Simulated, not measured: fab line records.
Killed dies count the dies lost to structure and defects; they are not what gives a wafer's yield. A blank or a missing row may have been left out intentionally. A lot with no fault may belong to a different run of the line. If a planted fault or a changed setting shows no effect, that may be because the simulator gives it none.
Struck lot and sound lot, side by side / flow nand-harc / 18 out of 1159 route steps
Sound: these wafers, L927.2, L927.4, L927.6. Struck: wafers L923.2, L923.4, L923.6. The cause comes at the end.
Each step with rows lists, per side, the tool, then ch with its chambers, then its first start. Under that, the readings that differ: sound wafers / struck wafers / difference of the means / sigmas: that difference in standard deviations of wafers without a fault.
alike: a reading whose means differ by less than 2 such deviations, as well as words and numbers matching on both sides. not compared: withheld readings; readings where some wafer has no value; bounds like >300 that might hide an equal value; numbers whose values overlap and for which the record gives no deviation.
Wherever a step has rows on one side only, a row that says differs or no value, or a row with sigmas, the two part there. When numbers do not overlap yet have no deviation, they are printed without sigmas and do not part them. A reading that every wafer of one side lacks parts them only if that side has two wafers or more.

first, 2 steps without rows for these wafers: NHARC_P_STI_SRD_39; NHARC_P_STI_OXIDE_40 (material SiO2, target thk 10 nm, ox time 1362 s).
NHARC_P_STI_INSPECT_25:
  struck on defect-inspect-02, day 4 06:03; sound on defect-inspect-02, day 5 06:14
  alike: raw-defect-count
then, 9 steps without rows for these wafers: NHARC_P_GATE_ETCH_69 (etches SiO2 in dHF, target depth 14 nm); NHARC_P_GATE_PRECLEAN_70 (cleans in SC1); NHARC_P_GATE_SRD_01; NHARC_P_GATE_OXIDE_02 (material SiO2, target thk 37.5 nm, ox time 365 s); NHARC_P_GATE_DEHYDRATE_03 (time 120 s); NHARC_P_GATE_HMDS_04 (time 30 s); NHARC_P_GATE_COAT_05; NHARC_P_GATE_SOFTBAKE_06 (time 95 s); NHARC_P_GATE_EBR_07.
NHARC_P_GATE_EXPOSE_08: exposes mask P HV.
  sound on krf-scanner-02 ch 0, day 5 14:38; struck on krf-scanner-02 ch 0, day 4 14:02
reading=mask; sound=P_HV#0 P_HV#0 P_HV#0; struck=P_PSD#0 P_PSD#0 P_PSD#0; difference=differs; sigmas=
then, 2 steps without rows for these wafers: NHARC_P_GATE_PEB_09 (peb time 85 s); NHARC_P_GATE_DEVELOP_10 (time 70 s).
NHARC_P_GATE_CD_MEAS_11: the cd target is 1640 nm.
  sound on cd-sem-03 ch 0, day 5 14:47; struck on cd-sem-01 ch 0, day 4 14:11
reading=cd-nm (nm); sound=1639.3 1637.8 1637.9; struck=- - -; difference=no value on the struck wafers; sigmas=
then, 1 step without rows for these wafers: NHARC_P_GATE_HARDBAKE_12 (time 80 s).
-- break in the record here, with 15 days between the starts of the struck wafers on either side (left off in module P_GATE, picked up again in module END, where the first step shown is number 1159 on the route) --
NHARC_END_SORT_01:
  here the record holds rows for the struck wafers (prober-01 ch 0, day 19 17:19) but none for the sound ones

WHERE THEY PART
At NHARC_P_GATE_EXPOSE_08 first; at NHARC_END_SORT_01 last (within this record only).

WHY: what the simulator had put in
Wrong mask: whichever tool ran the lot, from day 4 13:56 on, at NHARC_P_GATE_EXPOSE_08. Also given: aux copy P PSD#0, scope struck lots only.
